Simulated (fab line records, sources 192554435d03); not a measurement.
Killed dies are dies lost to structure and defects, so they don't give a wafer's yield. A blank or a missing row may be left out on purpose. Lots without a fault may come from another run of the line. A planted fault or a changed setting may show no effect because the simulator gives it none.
Split-lot experiment | flow n5_finfet | 7 lots, 21 wafers read, on a route of 1938 steps

THE SPLIT
At N5_HKMG_FIN_ETCH_55 (etches SOC in N2/H2, target depth 240 nm, time 300 s), the setting bias_w was moved away from the recipe's 150 W on 7 of the 21 wafers read, by -17.0% to -5.7%. The other wafers ran this setting at the recipe's value.

The reading is taken at the split's own step.

THE READING
rf_vpp_V, in V, at N5_HKMG_FIN_ETCH_55 (etches SOC in N2/H2, target depth 240 nm, time 300 s). Fault-free wafers of this fab line usually give 524.0 V, standard deviation 3 V.

wafer  | tool, chamber at the split | bias_w as run, W | against the recipe | rf_vpp_V, V | against lot-mates on the recipe
L078.1 | rie_diel-03, 3             | 150              | recipe             | 529.3       | -
L078.2 | rie_diel-03, 2             | 150              | recipe             | 524.3       | -
L078.4 | rie_diel-03, 1             | 150              | recipe             | 525.7       | -
L079.4 | rie_diel-02, 3             | 136.2            | -9.2%              | 494.9       | no lot-mate on the recipe
L079.5 | rie_diel-02, 1             | 136.2            | -9.2%              | 488.4       | no lot-mate on the recipe
L079.6 | rie_diel-02, 2             | 136.2            | -9.2%              | 496.0       | no lot-mate on the recipe
L080.2 | rie_diel-04, 1             | 150              | recipe             | 525.2       | -
L080.3 | rie_diel-04, 3             | 150              | recipe             | 521.8       | -
L080.5 | rie_diel-04, 1             | 134.6            | -10.3%             | 490.8       | -32.7
L081.1 | rie_diel-04, 2             | 150              | recipe             | 521.5       | -
L081.2 | rie_diel-04, 1             | 150              | recipe             | 524.1       | -
L081.3 | rie_diel-04, 3             | 150              | recipe             | 521.8       | -
L083.2 | rie_diel-04, 3             | 141.5            | -5.7%              | 502.3       | -18.9
L083.3 | rie_diel-04, 2             | 150              | recipe             | 519.6       | -
L083.4 | rie_diel-04, 0             | 150              | recipe             | 522.8       | -
L084.1 | rie_diel-02, 1             | 150              | recipe             | 520.1       | -
L084.2 | rie_diel-02, 0             | 150              | recipe             | 521.2       | -
L084.4 | rie_diel-02, 2             | 150              | recipe             | 525.8       | -
L095.2 | rie_diel-03, 3             | 150              | recipe             | 527.9       | -
L095.3 | rie_diel-03, 2             | 124.5            | -17.0%             | 465.1       | -62.8
L095.5 | rie_diel-03, 0             | 124.5            | -17.0%             | 462.6       | -65.3

THE FIT
A straight line over all 21 wafers: rf_vpp_V changes by +3.45 V for each +1% of bias_w; r = +0.99; the points scatter about the line by 2.9 V.
The same after taking each lot's own level away (the mean of its wafers on the recipe; 18 wafers): +3.68 V for each +1%; r = +0.99; scatter 2.3 V.
On that fit, the largest move of bias_w shifts the reading by 63 V.
The lots' own levels span 521.20 to 527.90 V, that is 2.2 times the standard deviation above.
So the lot-to-lot level changes the slope little: the two slopes agree.
Check: with one of the wafers moved furthest among these (-17.0%) left out of the fit, the line predicts -62 V for it against its lot-mates. It came out at -62.8 V against them.
Tool readings at the split's step, against how far the setting was moved: rf_vpp_V r = +0.99.

OTHER SPLITS ON THESE WAFERS
These wafers also went through other splits before the reading. Each is held against what the fit with the lots' levels taken away leaves over:
other split on the same wafers            | wafers away from the commonest value | r with rf_vpp_V (lot level and that fit taken away)
N5_ZERO_LAYER_EXPOSE_08 dose_mj           | 7                                    | +0.24
N5_ZERO_LAYER_DEVELOP_10 develop_time_s   | 5                                    | +0.05
N5_PMOS_HMC_CHANNEL_EPI_PEB_07 peb_temp_c | 5                                    | -0.01
N5_PMOS_HMC_CHANNEL_EPI_DESCUM_14 time_s  | 9                                    | +0.12
N5_SD_EPI_N_ETCH_45 target_depth_a        | 7                                    | +0.34
N5_SD_EPI_N_ETCH_16 target_depth_a        | 8                                    | -0.22
N5_SD_EPI_P_ETCH_16 target_depth_a        | 7                                    | +0.51
N5_SD_EPI_P_EPI_21 epi_growth_time_s      | 5                                    | +0.24
N5_HKMG_FIN_COAT_42 spin_rpm              | 10                                   | -0.11

THE FILE'S OWN FIT
rf_vpp_V changes by +3.59 V for each +1% of bias_w, r = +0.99.
